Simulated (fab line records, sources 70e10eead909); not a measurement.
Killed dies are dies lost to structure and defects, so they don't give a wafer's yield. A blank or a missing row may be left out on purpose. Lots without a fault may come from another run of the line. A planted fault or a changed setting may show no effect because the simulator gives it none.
Chamber matching | flow nand_harc | NHARC_A_CONTACT_ETCH_92 on rie_diel-11: 4 sister chambers
The step etches the open film in CH3F/O2, target depth 40 nm, time 85.7 s. 4 wafers are shown with their chamber, then 12 later ones without.

WAFERS WITH THEIR CHAMBER
wafer  | chamber | showerhead_plenum_p_Torr (Torr)
L084.3 | 3       | 2.40
L086.5 | 2       | 2.38
L088.2 | 0       | 2.59
L088.5 | 1       | 2.47

WAFERS WITHOUT THEIR CHAMBER
wafer  | showerhead_plenum_p_Torr (Torr)
L089.1 | 2.46
L089.3 | 2.59
L089.4 | 2.39
L092.3 | 2.46
L092.4 | 2.59
L092.6 | 2.37
L093.1 | 2.59
L093.3 | 2.46
L093.4 | 2.37
L094.4 | 2.37
L094.5 | 2.39
L094.6 | 2.37

WHICH CHAMBER EACH WENT THROUGH
wafer  | from the rows above     | in truth
L089.1 | 1                       | 1
L089.3 | 0                       | 0
L089.4 | can't be placed: 3 or 2 | 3
L092.3 | 1                       | 1
L092.4 | 0                       | 0
L092.6 | 2                       | 2
L093.1 | 0                       | 0
L093.3 | 1                       | 1
L093.4 | 2                       | 2
L094.4 | 2                       | 2
L094.5 | can't be placed: 3 or 2 | 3
L094.6 | 2                       | 2
Placed correctly: 10 of 12. Can't be placed from these rows: 2 (the true chamber is among the candidates in 2). Placed wrongly: 0.
How it was worked out, from the rows above alone: a wafer's distance from a chamber is the root of the sum, over the readings, of the square of ((its reading less the chamber's mean) divided by the reading's scatter). The wafer belongs to the nearest chamber; if the next one is less than 2 further off, it can't be placed. A chamber's mean is the mean of its shown wafers. The scatter: with one shown wafer a chamber, the root of the mean of the squares of how far each hidden wafer lies from its nearest shown one.
